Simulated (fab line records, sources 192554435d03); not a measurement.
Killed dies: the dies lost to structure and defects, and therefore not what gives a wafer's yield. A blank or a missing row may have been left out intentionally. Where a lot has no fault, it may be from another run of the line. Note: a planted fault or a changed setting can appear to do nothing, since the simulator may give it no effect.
Lot-split experiment	flow n5_finfet	route with 1938 steps; 7 lots, 39 wafers read

THE SPLIT
At N5_MOL_CONTACT_COAG_ETCH_106 (etches SOC in N2/H2, target depth 80 nm, overetch 16 nm, time 120 s), the setting source_w was moved away from the recipe's 840 W on 12 of the 39 wafers read, by -16.3% to +17.6%. All remaining wafers had this setting at the recipe value.

Reading taken at the split's own step.

THE READING
rf_vpp_V, in V, at N5_MOL_CONTACT_COAG_ETCH_106 (etches SOC in N2/H2, target depth 80 nm, overetch 16 nm, time 120 s). Typical for fault-free wafers on this fab line: 524 V, with standard deviation 3.3 V.

wafer	tool, chamber at the split	source_w as run, W	against the recipe	rf_vpp_V, V	against lot-mates on the recipe
L074.1	rie_diel-05, 0	840	recipe	518	-
L074.2	rie_diel-05, 1	840	recipe	522	-
L074.3	rie_diel-05, 2	840	recipe	529	-
L074.4	rie_diel-05, 3	840	recipe	525	-
L074.5	rie_diel-05, 1	840	recipe	523	-
L074.6	rie_diel-05, 0	840	recipe	519	-
L080.1	rie_diel-01, 3	703	-16.3%	559	+35
L080.2	rie_diel-01, 1	840	recipe	523	-
L080.3	rie_diel-01, 0	840	recipe	524	-
L080.4	rie_diel-01, 3	703	-16.3%	560	+36
L080.5	rie_diel-01, 1	703	-16.3%	552	+28
L080.6	rie_diel-01, 0	840	recipe	524	-
L086.1	rie_diel-05, 0	840	recipe	520	-
L086.2	rie_diel-05, 1	840	recipe	521	-
L086.3	rie_diel-05, 2	840	recipe	529	-
L086.4	rie_diel-05, 3	988	+17.6%	498	-25
L086.5	rie_diel-05, 0	988	+17.6%	493	-30
L086.6	rie_diel-05, 1	988	+17.6%	495	-28
L088.1	rie_diel-03, 3	840	recipe	524	-
L088.2	rie_diel-03, 1	840	recipe	528	-
L088.3	rie_diel-03, 3	840	recipe	522	-
L088.4	rie_diel-03, 1	840	recipe	527	-
L088.5	rie_diel-03, 1	840	recipe	525	-
L088.6	rie_diel-03, 3	840	recipe	523	-
L091.1	rie_diel-05, 1	840	recipe	523	-
L091.2	rie_diel-05, 3	840	recipe	526	-
L091.5	rie_diel-05, 3	840	recipe	525	-
L094.1	rie_diel-01, 0	968.6	+15.3%	498	-26
L094.2	rie_diel-01, 3	840	recipe	528	-
L094.3	rie_diel-01, 1	840	recipe	522	-
L094.4	rie_diel-01, 1	840	recipe	522	-
L094.5	rie_diel-01, 0	968.6	+15.3%	498	-26
L094.6	rie_diel-01, 3	968.6	+15.3%	504	-20
L097.1	rie_diel-05, 2	775.5	-7.7%	542	+18
L097.2	rie_diel-05, 1	775.5	-7.7%	535	+11
L097.3	rie_diel-05, 0	775.5	-7.7%	532	+8
L097.4	rie_diel-05, 2	840	recipe	530	-
L097.5	rie_diel-05, 0	840	recipe	519	-
L097.6	rie_diel-05, 1	840	recipe	522	-

THE FIT
A straight line over all 39 wafers: rf_vpp_V changes by -1.74 V for each +1% of source_w; r = -0.97; the points scatter about the line by 3.6 V.
The same after taking each lot's own level away (the mean of its wafers on the recipe; 39 wafers): -1.73 V for each +1%; r = -0.97; scatter 3.6 V.
Per that fit: largest source_w move, reading shift of 31 V.
Measured against the standard deviation above, the lots' own levels, which go from 522.7 to 524.8 V, span 0.7 times it.
Hence the lot-to-lot level has little effect on the slope; both slopes agree.
Check: for one of the wafers moved furthest among these (+17.6%), held out of the fit, the line's prediction against its lot-mates is -30.5 V. Against them it came out at -25.3 V.
Tool readings at the split's step, against how far the setting was moved: rf_vpp_V r = -0.97.

FURTHER SPLITS ON THESE WAFERS
These wafers also went through other splits before the reading. Each is held against what the fit with the lots' levels taken away leaves over:
other split on the same wafers	wafers away from the commonest value	r with rf_vpp_V (lot level and that fit taken away)
N5_FIN_SAQP_HM_DEP_72 target_thk_a	12	+0.14
N5_STI_FIN_REVEAL_ETCHBACK_08 target_depth_a	18	+0.11
N5_SD_EPI_N_EXPOSE_06 dose_mj	12	-0.10
N5_GATE_CUT_CUT_ETCH_54 icp_w	18	-0.06

THE FILE'S OWN FIT
rf_vpp_V changes by -1.73 V for each +1% of source_w, r = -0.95.
